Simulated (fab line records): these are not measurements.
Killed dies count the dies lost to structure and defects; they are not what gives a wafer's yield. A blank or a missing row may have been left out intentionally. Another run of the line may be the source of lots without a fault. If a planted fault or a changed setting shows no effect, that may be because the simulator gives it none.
Split-lot trial :: flow n5Finfet :: 21 wafers read across 7 lots, on a route 1938 steps long

## THE SPLIT
At N5_BEOL_M4_COAT_67 (time 60 s, resist thk 60 nm), the setting spinRpm was moved away from the recipe's 1500 rpm on 8 of the 21 wafers read, by -10.0% to +11.0%. All remaining wafers had this setting at the recipe value.

## THE PATH FROM SPLIT TO READING: the file shows 1 step between them
- N5_BEOL_M4_ALD_98: deposits SiO2, target thk 2.5 nm, pulse time 1 s, co reactant pulse time 1 s (also split here: aldCycles)

## THE READING
etch.depthNm (the simulator's own value, which no gauge read), in nm, at N5_BEOL_M4_ETCH_70 (etches SOC in N2/H2, target depth 80 nm, overetch 24 nm, time 130 s). The file does not state a usual value for it. Across the 13 wafers here that went through the recipe, the average is 59.93 nm and the standard deviation 0.2 nm.

wafer: L076.1
tool, chamber at the split: lithoTrack-03, 0
spinRpm as run, rpm: 1417
against the recipe: -5.5%
etch.depthNm, nm: 62.1
against lot-mates on the recipe: +1.80

wafer: L076.4
tool, chamber at the split: lithoTrack-03, 0
spinRpm as run, rpm: 1417
against the recipe: -5.5%
etch.depthNm, nm: 61.96
against lot-mates on the recipe: +1.66

wafer: L076.6
tool, chamber at the split: lithoTrack-03, 0
spinRpm as run, rpm: 1500
against the recipe: recipe
etch.depthNm, nm: 60.3
against lot-mates on the recipe: -

wafer: L079.2
tool, chamber at the split: lithoTrack-04, 0
spinRpm as run, rpm: 1500
against the recipe: recipe
etch.depthNm, nm: 60.13
against lot-mates on the recipe: -

wafer: L079.3
tool, chamber at the split: lithoTrack-04, 0
spinRpm as run, rpm: 1500
against the recipe: recipe
etch.depthNm, nm: 60.04
against lot-mates on the recipe: -

wafer: L079.6
tool, chamber at the split: lithoTrack-04, 0
spinRpm as run, rpm: 1409
against the recipe: -6.1%
etch.depthNm, nm: 61.82
against lot-mates on the recipe: +1.73

wafer: L081.3
tool, chamber at the split: lithoTrack-03, 0
spinRpm as run, rpm: 1500
against the recipe: recipe
etch.depthNm, nm: 59.92
against lot-mates on the recipe: -

wafer: L081.4
tool, chamber at the split: lithoTrack-03, 0
spinRpm as run, rpm: 1660
against the recipe: +10.7%
etch.depthNm, nm: 56.96
against lot-mates on the recipe: -3.02

wafer: L081.5
tool, chamber at the split: lithoTrack-03, 0
spinRpm as run, rpm: 1500
against the recipe: recipe
etch.depthNm, nm: 60.03
against lot-mates on the recipe: -

wafer: L083.1
tool, chamber at the split: lithoTrack-03, 0
spinRpm as run, rpm: 1500
against the recipe: recipe
etch.depthNm, nm: 59.78
against lot-mates on the recipe: -

wafer: L083.3
tool, chamber at the split: lithoTrack-03, 0
spinRpm as run, rpm: 1500
against the recipe: recipe
etch.depthNm, nm: 59.98
against lot-mates on the recipe: -

wafer: L083.6
tool, chamber at the split: lithoTrack-03, 0
spinRpm as run, rpm: 1350
against the recipe: -10.0%
etch.depthNm, nm: 62.91
against lot-mates on the recipe: +3.03

wafer: L086.1
tool, chamber at the split: lithoTrack-03, 0
spinRpm as run, rpm: 1500
against the recipe: recipe
etch.depthNm, nm: 60.16
against lot-mates on the recipe: -

wafer: L086.2
tool, chamber at the split: lithoTrack-03, 0
spinRpm as run, rpm: 1665
against the recipe: +11.0%
etch.depthNm, nm: 57.1
against lot-mates on the recipe: -3.06

wafer: L086.3
tool, chamber at the split: lithoTrack-03, 0
spinRpm as run, rpm: 1665
against the recipe: +11.0%
etch.depthNm, nm: 57.23
against lot-mates on the recipe: -2.93

wafer: L088.4
tool, chamber at the split: lithoTrack-05, 0
spinRpm as run, rpm: 1500
against the recipe: recipe
etch.depthNm, nm: 59.85
against lot-mates on the recipe: -

wafer: L088.5
tool, chamber at the split: lithoTrack-05, 0
spinRpm as run, rpm: 1500
against the recipe: recipe
etch.depthNm, nm: 59.61
against lot-mates on the recipe: -

wafer: L088.6
tool, chamber at the split: lithoTrack-05, 0
spinRpm as run, rpm: 1500
against the recipe: recipe
etch.depthNm, nm: 59.7
against lot-mates on the recipe: -

wafer: L089.1
tool, chamber at the split: lithoTrack-04, 0
spinRpm as run, rpm: 1500
against the recipe: recipe
etch.depthNm, nm: 59.73
against lot-mates on the recipe: -

wafer: L089.2
tool, chamber at the split: lithoTrack-04, 0
spinRpm as run, rpm: 1578
against the recipe: +5.2%
etch.depthNm, nm: 58.32
against lot-mates on the recipe: -1.45

wafer: L089.6
tool, chamber at the split: lithoTrack-04, 0
spinRpm as run, rpm: 1500
against the recipe: recipe
etch.depthNm, nm: 59.8
against lot-mates on the recipe: -

THE FIT
A straight line over all 21 wafers: etch.depthNm changes by -0.286 nm for each +1% of spinRpm; r = -0.99; the points scatter about the line by 0.25 nm.
The same after taking each lot's own level away (the mean of its wafers on the recipe; 21 wafers): -0.286 nm for each +1%; r = -1.00; scatter 0.094 nm.
According to that fit, moving spinRpm by its largest amount changes the reading by 3.1 nm.
The span of the lots' own levels, 59.720 to 60.300 nm, comes to 3.0 times the standard deviation stated above.
The two slopes agree, so the slope changes little with the lot-to-lot level.
Check: -3.12 nm against its lot-mates is what the line predicts for one of the wafers moved furthest among these (+11.0%) when that wafer is left out of the fit. Against them it came out at -3.06 nm.

## FURTHER SPLITS ON THESE WAFERS
Other splits were also applied to these wafers ahead of the reading. Each is held against what the fit with the lots' levels taken away leaves over:
other split on the same wafers: N5_BEOL_M4_ETCH_64 biasW
wafers away from the commonest value: 2
r with etch.depthNm (lot level and that fit taken away): +0.10

other split on the same wafers: N5_BEOL_M4_ALD_98 aldCycles
wafers away from the commonest value: 4
r with etch.depthNm (lot level and that fit taken away): -0.21

## THE WHOLE CHAIN: every reading that the file lists as answering this split, in the file's order
step: N5_BEOL_M4_COAT_67
what it does: time 60 s, resist thk 60 nm
reading: SOC_of_BEOL_M4_COAT_67.thkNm (the simulator's own value, which no gauge read)
change (the file's fit): -0.287 nm for each +1% of the setting
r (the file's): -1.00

step: N5_BEOL_M4_ETCH_70
what it does: etches SOC in N2/H2, target depth 80 nm, overetch 24 nm, time 130 s
reading: etch.depthNm (the simulator's own value, which no gauge read)
change (the file's fit): -0.287 nm for each +1% of the setting
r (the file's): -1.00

## THE FILE'S OWN FIT
etch.depthNm changes by -0.287 nm for each +1% of spinRpm, r = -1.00.
